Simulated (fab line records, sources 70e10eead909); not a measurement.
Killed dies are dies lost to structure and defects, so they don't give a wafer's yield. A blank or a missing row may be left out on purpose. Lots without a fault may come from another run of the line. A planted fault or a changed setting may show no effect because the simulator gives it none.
Which tool did it? | flow nand_harc | 13 lots, 39 wafers sampled, at 5 steps of a route of 1159

WHAT THE GAUGES READ, wafer by wafer
NHARC_THIN_TSV_CD_MEAS_12: target cd 1000 nm. Usual: cd_nm 1000.2 nm, standard deviation 1.6.
lot  | measured     | on        | cd_nm (nm)           | flag
L112 | day 19 00:17 | cd_sem-01 | 999.1 1001.4 998.3   |
L114 | day 19 06:35 | cd_sem-02 | 1002.8 999.6 997.2   |
L117 | day 19 07:48 | cd_sem-02 | 1001.1 999.2 1000.9  |
L116 | day 19 17:07 | cd_sem-03 | 1000.7 999.4 999.7   |
L121 | day 21 20:13 | cd_sem-03 | 1000.2 1002.2 996.8  |
L125 | day 21 21:20 | cd_sem-03 | 999.4 1000.2 999.0   |
L123 | day 22 09:04 | cd_sem-01 | 1000.1 999.2 1001.5  |
L126 | day 22 16:05 | cd_sem-03 | 1003.2 1003.3 1001.5 |
L127 | day 23 00:08 | cd_sem-02 | 1000.8 998.9 1001.9  |
L131 | day 23 01:19 | cd_sem-01 | 1002.0 1002.1 1000.2 |
L128 | day 23 05:25 | cd_sem-02 | 999.4 998.6 1001.7   |
L129 | day 23 06:56 | cd_sem-01 | 1002.4 1004.5 1001.3 |
L134 | day 24 06:17 | cd_sem-01 | 999.2 1000.0 1001.2  |

NHARC_THIN_TSV_CD_MEAS_33: target cd 5000 nm. Usual: cd_nm 4999.4 nm, standard deviation 1.9.
lot  | measured     | on        | cd_nm (nm)           | flag
L112 | day 19 06:05 | cd_sem-02 | 4999.5 4999.5 5000.5 |
L114 | day 19 12:40 | cd_sem-02 | 5002.6 4997.9 5000.1 |
L117 | day 19 13:54 | cd_sem-01 | 4998.0 4998.9 5000.0 |
L116 | day 19 23:00 | cd_sem-02 | 4999.6 5004.0 5000.5 |
L121 | day 22 02:26 | cd_sem-02 | 5000.4 5002.6 4999.6 |
L125 | day 22 03:27 | cd_sem-03 | 5001.8 4999.7 4999.9 |
L123 | day 22 15:37 | cd_sem-02 | 4997.8 4999.1 4998.4 |
L126 | day 22 21:55 | cd_sem-03 | 5002.0 5003.5 5000.6 |
L127 | day 23 06:01 | cd_sem-02 | 4999.5 5002.3 4998.9 |
L131 | day 23 07:23 | cd_sem-01 | 5001.6 4998.7 5000.1 |
L128 | day 23 11:32 | cd_sem-02 | 4997.7 4995.3 4997.4 |
L129 | day 23 12:49 | cd_sem-02 | 4998.6 4999.9 4999.8 |
L134 | day 24 12:17 | cd_sem-01 | 4998.4 4999.3 5000.1 |

NHARC_END_SORT_01. Usual: defect_limited_yield 96.2 %, standard deviation 1.3; killed_at_array 21, standard deviation 8.9; killed_at_other 0.8, standard deviation 1.3; killed_at_periphery 3.6, standard deviation 2.4; killed_dies 26, standard deviation 8.9; killed_open 3.1, standard deviation 1.8; killed_short 1.9, standard deviation 1.3; sort_bin_2_pct 1.2 %, standard deviation 0.54; sort_bin_3_pct 0.21 %, standard deviation 0.17; sort_bin_4_pct 2.4 %, standard deviation 0.91; sort_n_pass 651, standard deviation 8.9; sort_rim_yield_pct 95.0 %, standard deviation 2.8; sort_yield_pct 96.2 %, standard deviation 1.3.
lot  | measured     | on        | defect_limited_yield (%) | killed_at_array | killed_at_other | killed_at_periphery | killed_dies | killed_open | killed_short | sort_bin_2_pct (%) | sort_bin_3_pct (%) | sort_bin_4_pct (%) | sort_n_pass | sort_rim_yield_pct (%) | sort_yield_pct (%) | flag
L114 | day 19 22:40 | prober-02 | 95.4 96.5 94.5           | 28 24 36        | 0 0 0           | 3 0 1               | 31 24 37    | 1 5 3       | 4 1 0        | 1.2 0.6 2.4        | 0.30 0.30 0        | 3.1 2.7 3.1        | 646 653 640 | 92.5 96.2 93.4         | 95.4 96.5 94.5     |
L117 | day 19 22:52 | prober-01 | 97.6 97.6 94.5           | 14 14 29        | 0 0 2           | 2 2 6               | 16 16 37    | 0 1 5       | 2 0 3        | 0.7 0.7 1.5        | 0.15 0.15 0.30     | 1.5 1.5 3.7        | 661 661 640 | 95.3 91.5 91.5         | 97.6 97.6 94.5     |
L125 | day 22 12:31 | prober-01 | 97.3 97.3 96.9           | 15 8 8          | 0 1 7           | 3 9 6               | 18 18 21    | 5 2 2       | 0 1 0        | 1.0 0.7 1.2        | 0.15 0.44 0        | 1.5 1.5 1.9        | 659 659 656 | 95.3 95.3 97.2         | 97.3 97.3 96.9     |
L131 | day 23 16:56 | prober-01 | 93.6 95.3 96.3           | 40 30 25        | 0 0 0           | 3 2 0               | 43 32 25    | 5 5 2       | 2 3 2        | 2.1 1.0 0.9        | 0.30 0.59 0.15     | 4.0 3.1 2.7        | 634 645 652 | 92.5 99.1 93.4         | 93.6 95.3 96.3     |
L129 | day 23 23:53 | prober-01 | 96.2 95.6 96.6           | 22 28 20        | 0 0 0           | 4 2 3               | 26 30 23    | 5 3 1       | 1 2 3        | 1.3 1.5 0.9        | 0.59 0.15 0.15     | 1.9 2.8 2.4        | 651 647 654 | 93.4 99.1 96.2         | 96.2 95.6 96.6     |
L134 | day 24 20:52 | prober-01 | 96.8 96.9 96.5           | 18 15 21        | 0 0 0           | 4 6 3               | 22 21 24    | 1 2 5       | 2 2 0        | 0.6 1.3 1.2        | 0.30 0.30 0        | 2.4 1.5 2.4        | 655 656 653 | 94.3 98.1 95.3         | 96.8 96.9 96.5     |

WHICH TOOL RAN EACH LOT (tool, then ch and the chambers of the sampled wafers, then the start)
lot  | NHARC_THIN_TSV_DEP_47           | NHARC_THIN_TSV_ANNEAL_52
L112 | pecvd-04 ch 0,1, day 19 02:11   | rtp_anneal-01 ch 0, day 19 04:19
L114 | pecvd-01 ch 0,1,2, day 19 08:37 | rtp_anneal-02 ch 0, day 19 10:44
L117 | pecvd-03 ch 0,1,2, day 19 09:51 | rtp_anneal-01 ch 0, day 19 11:59
L116 | pecvd-01 ch 1,2, day 19 18:59   | rtp_anneal-01 ch 0, day 19 21:09
L121 | pecvd-03 ch 0,2, day 21 22:26   | rtp_anneal-01, day 22 00:34
L125 | pecvd-01 ch 0,2, day 21 23:19   | rtp_anneal-01, day 22 01:34
L123 | pecvd-01 ch 0,1,2, day 22 11:34 | rtp_anneal-01 ch 0, day 22 13:40
L126 | pecvd-01 ch 1,2, day 22 17:58   | rtp_anneal-01 ch 0, day 22 20:05
L127 | pecvd-04 ch 1,2, day 23 02:00   | rtp_anneal-01 ch 0, day 23 04:08
L131 | pecvd-03 ch 1,2, day 23 03:14   | rtp_anneal-02 ch 0, day 23 05:32
L128 | pecvd-04 ch 0,1,2, day 23 07:29 | rtp_anneal-01 ch 0, day 23 09:46
L129 | pecvd-01 ch 0,1, day 23 08:45   | rtp_anneal-01 ch 0, day 23 10:55
L134 | pecvd-03 ch 0,1, day 24 08:13   | rtp_anneal-02 ch 0, day 24 10:23
- NHARC_THIN_TSV_DEP_47: deposits SiO2, target thk 200 nm.
- NHARC_THIN_TSV_ANNEAL_52: time 90 s.

WHAT THE TOOLS THEMSELVES READ (means of the sampled wafers that have a number; where no wafer has one, the mark that the record gives instead)
NHARC_THIN_TSV_DEP_47. Usual: throttle_valve_pct 15.8 %, standard deviation 0.53.
lot  | tool     | throttle_valve_pct (%) | flag
L112 | pecvd-04 | 16.3                   |
L114 | pecvd-01 | 15.9                   |
L117 | pecvd-03 | 15.5                   |
L116 | pecvd-01 | 15.4                   |
L121 | pecvd-03 | 15.0                   |
L125 | pecvd-01 | 15.8                   |
L123 | pecvd-01 | 15.8                   |
L126 | pecvd-01 | 15.9                   |
L127 | pecvd-04 | 16.2                   |
L131 | pecvd-03 | 15.5                   |
L128 | pecvd-04 | 16.0                   |
L129 | pecvd-01 | 15.8                   |
L134 | pecvd-03 | 15.2                   |

NHARC_THIN_TSV_ANNEAL_52. Usual: anneal_temp_c 225.00 C, standard deviation 0.19; anneal_temp_c_max 226.5, standard deviation 0.36; wafer_temp_C_max 225.98, standard deviation 0.28.
lot  | tool          | anneal_temp_c (C) | anneal_temp_c_max | wafer_temp_C_max | flag
L112 | rtp_anneal-01 | 224.92            | 226.2             | 226.30           |
L114 | rtp_anneal-02 | 224.93            | 226.6             | 225.71           |
L117 | rtp_anneal-01 | 224.97            | 226.1             | 226.09           |
L116 | rtp_anneal-01 | 224.91            | 226.3             | 226.27           |
L121 | rtp_anneal-01 | -                 | -                 | -                | OFF
L125 | rtp_anneal-01 | -                 | -                 | -                | OFF
L123 | rtp_anneal-01 | 225.02            | 226.5             | 225.88           |
L126 | rtp_anneal-01 | 225.03            | 226.3             | 225.87           |
L127 | rtp_anneal-01 | 224.72            | 226.1             | 225.98           |
L131 | rtp_anneal-02 | 224.93            | 226.5             | 225.85           |
L128 | rtp_anneal-01 | 224.87            | 226.1             | 225.86           |
L129 | rtp_anneal-01 | 224.99            | 226.3             | 225.84           |
L134 | rtp_anneal-02 | 225.13            | 226.6             | 226.02           |

THE ANSWER, worked out from the rows above alone
Rule: a lot is off if the mean of its wafers that have a number lies more than 3 standard deviations from the usual mean. A lot without any number at a reading at which 4 lots or more have one is off too. The other lots that the step has rows for count as sound. The gauges are gone through in route order, then the tools' own readings, and for those a lot's mean is taken as printed above. The first step at which some lot is off is used, and at that step the reading that is off furthest; a lot without a number counts as furthest.
Off: L121, L125, at NHARC_THIN_TSV_ANNEAL_52 (anneal_temp_c). Without a number there: L121, L125.
A tool fits if, at that step or a process step before it, it ran every lot that is off, and no sound lot after the first of them. None of those tried fits.

WHAT THE SIMULATOR HAD PUT IN
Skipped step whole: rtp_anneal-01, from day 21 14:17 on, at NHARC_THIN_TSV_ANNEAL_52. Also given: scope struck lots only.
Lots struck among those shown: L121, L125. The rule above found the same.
